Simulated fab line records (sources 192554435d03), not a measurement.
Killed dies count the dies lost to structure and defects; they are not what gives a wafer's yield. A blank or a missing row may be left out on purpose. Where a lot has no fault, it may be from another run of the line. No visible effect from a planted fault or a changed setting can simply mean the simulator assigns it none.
Matching of chambers || flow n5-finfet || 4 sister chambers for N5_BEOL_M5_VIA_ETCH_34 on rie-diel-01
The step etches SiCOH lowk in C4F6/O2, target depth 88.3 nm, time 39.2 s. 16 wafers are shown with their chamber, then 8 later ones without.

== EACH WAFER AND ITS CHAMBER ==
{"wafer": "L763.3", "chamber": 2, "rf-vpp-V (V)": 678, "showerhead-plenum-p-Torr (Torr)": 2.82, "drypump-motor-current-A (A)": 5.3}
{"wafer": "L763.4", "chamber": 3, "rf-vpp-V (V)": 674, "showerhead-plenum-p-Torr (Torr)": 2.71, "drypump-motor-current-A (A)": 5.6}
{"wafer": "L763.5", "chamber": 0, "rf-vpp-V (V)": 645, "showerhead-plenum-p-Torr (Torr)": 2.89, "drypump-motor-current-A (A)": 5.3}
{"wafer": "L764.2", "chamber": 3, "rf-vpp-V (V)": 676, "showerhead-plenum-p-Torr (Torr)": 2.71, "drypump-motor-current-A (A)": 5.7}
{"wafer": "L764.5", "chamber": 2, "rf-vpp-V (V)": 678, "showerhead-plenum-p-Torr (Torr)": 2.82, "drypump-motor-current-A (A)": 5.4}
{"wafer": "L764.6", "chamber": 1, "rf-vpp-V (V)": 675, "showerhead-plenum-p-Torr (Torr)": 2.82, "drypump-motor-current-A (A)": 5.5}
{"wafer": "L765.2", "chamber": 1, "rf-vpp-V (V)": 675, "showerhead-plenum-p-Torr (Torr)": 2.82, "drypump-motor-current-A (A)": 5.5}
{"wafer": "L765.4", "chamber": 2, "rf-vpp-V (V)": 678, "showerhead-plenum-p-Torr (Torr)": 2.82, "drypump-motor-current-A (A)": 5.4}
{"wafer": "L765.5", "chamber": 0, "rf-vpp-V (V)": 643, "showerhead-plenum-p-Torr (Torr)": 2.88, "drypump-motor-current-A (A)": 5.3}
{"wafer": "L768.2", "chamber": 3, "rf-vpp-V (V)": 676, "showerhead-plenum-p-Torr (Torr)": 2.70, "drypump-motor-current-A (A)": 5.6}
{"wafer": "L768.4", "chamber": 0, "rf-vpp-V (V)": 644, "showerhead-plenum-p-Torr (Torr)": 2.88, "drypump-motor-current-A (A)": 5.3}
{"wafer": "L768.6", "chamber": 3, "rf-vpp-V (V)": 676, "showerhead-plenum-p-Torr (Torr)": 2.70, "drypump-motor-current-A (A)": 5.7}
{"wafer": "L772.2", "chamber": 3, "rf-vpp-V (V)": 675, "showerhead-plenum-p-Torr (Torr)": 2.70, "drypump-motor-current-A (A)": 5.7}
{"wafer": "L772.4", "chamber": 0, "rf-vpp-V (V)": 643, "showerhead-plenum-p-Torr (Torr)": 2.88, "drypump-motor-current-A (A)": 5.3}
{"wafer": "L772.5", "chamber": 3, "rf-vpp-V (V)": 676, "showerhead-plenum-p-Torr (Torr)": 2.70, "drypump-motor-current-A (A)": 5.7}
{"wafer": "L781.2", "chamber": 2, "rf-vpp-V (V)": 678, "showerhead-plenum-p-Torr (Torr)": 2.81, "drypump-motor-current-A (A)": 5.4}

SIGNATURES, as means of the wafers listed above
{"reading": "rf-vpp-V", "chamber 0": 643.75, "chamber 1": 675.00, "chamber 2": 678.00, "chamber 3": 675.50, "scatter within a chamber": 0.722}
{"reading": "showerhead-plenum-p-Torr", "chamber 0": 2.8825, "chamber 1": 2.8200, "chamber 2": 2.8175, "chamber 3": 2.7033, "scatter within a chamber": 0.00486}
{"reading": "drypump-motor-current-A", "chamber 0": 5.300, "chamber 1": 5.500, "chamber 2": 5.375, "chamber 3": 5.667, "scatter within a chamber": 0.0417}
Rule: for each reading, subtract the chamber's mean from the wafer's reading, divide by that reading's scatter and square the result; add these up over the readings and take the root, which gives the wafer's distance from the chamber. The wafer belongs to the nearest chamber; if the next one is less than 2 further off, it can't be placed. The scatter is the square root of a quotient: the sum, over the shown wafers, of each reading's squared deviation from its chamber's mean, divided by wafers minus chambers.

== WAFERS WHOSE CHAMBER IS MISSING ==
{"wafer": "L781.4", "rf-vpp-V (V)": 644, "showerhead-plenum-p-Torr (Torr)": 2.87, "drypump-motor-current-A (A)": 5.3}
{"wafer": "L781.5", "rf-vpp-V (V)": 677, "showerhead-plenum-p-Torr (Torr)": 2.80, "drypump-motor-current-A (A)": 5.5}
{"wafer": "L780.1", "rf-vpp-V (V)": 644, "showerhead-plenum-p-Torr (Torr)": 2.87, "drypump-motor-current-A (A)": 5.3}
{"wafer": "L780.2", "rf-vpp-V (V)": 676, "showerhead-plenum-p-Torr (Torr)": 2.69, "drypump-motor-current-A (A)": 5.7}
{"wafer": "L780.4", "rf-vpp-V (V)": 679, "showerhead-plenum-p-Torr (Torr)": 2.81, "drypump-motor-current-A (A)": 5.4}
{"wafer": "L779.2", "rf-vpp-V (V)": 674, "showerhead-plenum-p-Torr (Torr)": 2.69, "drypump-motor-current-A (A)": 5.7}
{"wafer": "L779.3", "rf-vpp-V (V)": 644, "showerhead-plenum-p-Torr (Torr)": 2.87, "drypump-motor-current-A (A)": 5.3}
{"wafer": "L779.4", "rf-vpp-V (V)": 675, "showerhead-plenum-p-Torr (Torr)": 2.80, "drypump-motor-current-A (A)": 5.5}

== WHICH CHAMBER EACH WENT THROUGH ==
{"wafer": "L781.4", "from the rows above": 0, "in truth": 0}
{"wafer": "L781.5", "from the rows above": "can't be placed: 2 or 1", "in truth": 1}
{"wafer": "L780.1", "from the rows above": 0, "in truth": 0}
{"wafer": "L780.2", "from the rows above": 3, "in truth": 3}
{"wafer": "L780.4", "from the rows above": 2, "in truth": 2}
{"wafer": "L779.2", "from the rows above": 3, "in truth": 3}
{"wafer": "L779.3", "from the rows above": 0, "in truth": 0}
{"wafer": "L779.4", "from the rows above": 1, "in truth": 1}
Correct placement for 7 of the 8. Not placeable from these rows: 1 (in 1, the candidates include the true chamber). Placed wrongly: 0.
